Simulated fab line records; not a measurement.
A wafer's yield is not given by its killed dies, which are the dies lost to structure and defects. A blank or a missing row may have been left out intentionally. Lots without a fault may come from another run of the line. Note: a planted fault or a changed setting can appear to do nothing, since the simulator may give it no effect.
Chamber matching -- flow nandHarc -- 4 sister chambers for NHARC_A_CHANNEL_HOLE_D1_DESCUM_15 on rieDiel-06
The step chemistry O2, time 3 s. 20 wafers are shown with their chamber, then 10 later ones without.

## EACH WAFER AND ITS CHAMBER
wafer,chamber,oesProductAu (a.u.),rfVppV (V),throttleValvePct (%)
L077.1,3,0.997,57.9,11.307
L077.4,2,0.999,57.7,11.309
L077.6,1,0.984,57.8,11.321
L079.1,1,1.000,58.9,11.306
L079.3,3,1.000,58.9,11.322
L079.6,2,1.012,56.8,11.291
L082.3,3,0.992,58.8,11.323
L082.5,2,1.002,57.7,11.323
L082.6,1,0.995,56.7,11.302
L083.2,3,0.997,58.2,11.299
L083.3,1,1.006,58.2,11.313
L083.4,2,1.017,57.9,11.308
L083.1,0,1.027,58.0,11.319
L083.5,3,1.001,56.6,11.312
L083.6,2,1.003,55.4,11.317
L084.4,1,0.993,57.4,11.301
L084.5,1,1.004,56.2,11.316
L084.6,2,1.002,56.7,11.322
L088.2,2,0.990,57.1,11.295
L088.3,3,0.991,57.8,11.299

SIGNATURES (averages over the wafers above)
reading,chamber 0,chamber 1,chamber 2,chamber 3,scatter within a chamber
oesProductAu,1.02700,0.99700,1.00357,0.99633,0.00739
rfVppV,58.000,57.533,57.043,58.033,0.896
throttleValvePct,11.31900,11.30983,11.30929,11.31033,0.0107
Rule: for each reading, subtract the chamber's mean from the wafer's reading, divide by that reading's scatter and square the result; add these up over the readings and take the root, which gives the wafer's distance from the chamber. If the next closest chamber is less than 2 further off than the closest, the wafer can't be placed; otherwise it belongs to the closest. The scatter: take each reading less its chamber's mean, square it, sum over the shown wafers, divide by the number of wafers less the number of chambers, and take the root.

## WAFERS WHOSE CHAMBER IS MISSING
wafer,oesProductAu (a.u.),rfVppV (V),throttleValvePct (%)
L088.4,1.011,59.3,11.297
L090.1,1.002,58.8,11.307
L090.5,0.998,59.6,11.320
L090.6,1.002,58.6,11.291
L093.1,0.998,58.6,11.313
L093.4,1.006,58.1,11.312
L093.6,1.008,58.8,11.312
L097.3,0.991,58.0,11.290
L097.5,0.993,59.3,11.314
L097.6,0.999,57.9,11.309

## THE CHAMBER EACH PASSED THROUGH
wafer,from the rows above,in truth
L088.4,can't be placed: 3 or 2 or 1 or 0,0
L090.1,can't be placed: 3 or 1 or 2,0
L090.5,can't be placed: 3 or 1 or 2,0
L090.6,can't be placed: 3 or 1 or 2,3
L093.1,can't be placed: 3 or 1 or 2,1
L093.4,can't be placed: 2 or 3 or 1 or 0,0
L093.6,can't be placed: 3 or 1 or 2 or 0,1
L097.3,can't be placed: 3 or 1 or 2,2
L097.5,can't be placed: 3 or 1 or 2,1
L097.6,can't be placed: 3 or 1 or 2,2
Correctly placed: 0 of 10. Unplaceable from these rows: 10, with the true chamber sitting among the candidates in 8. Placed wrongly: 0.
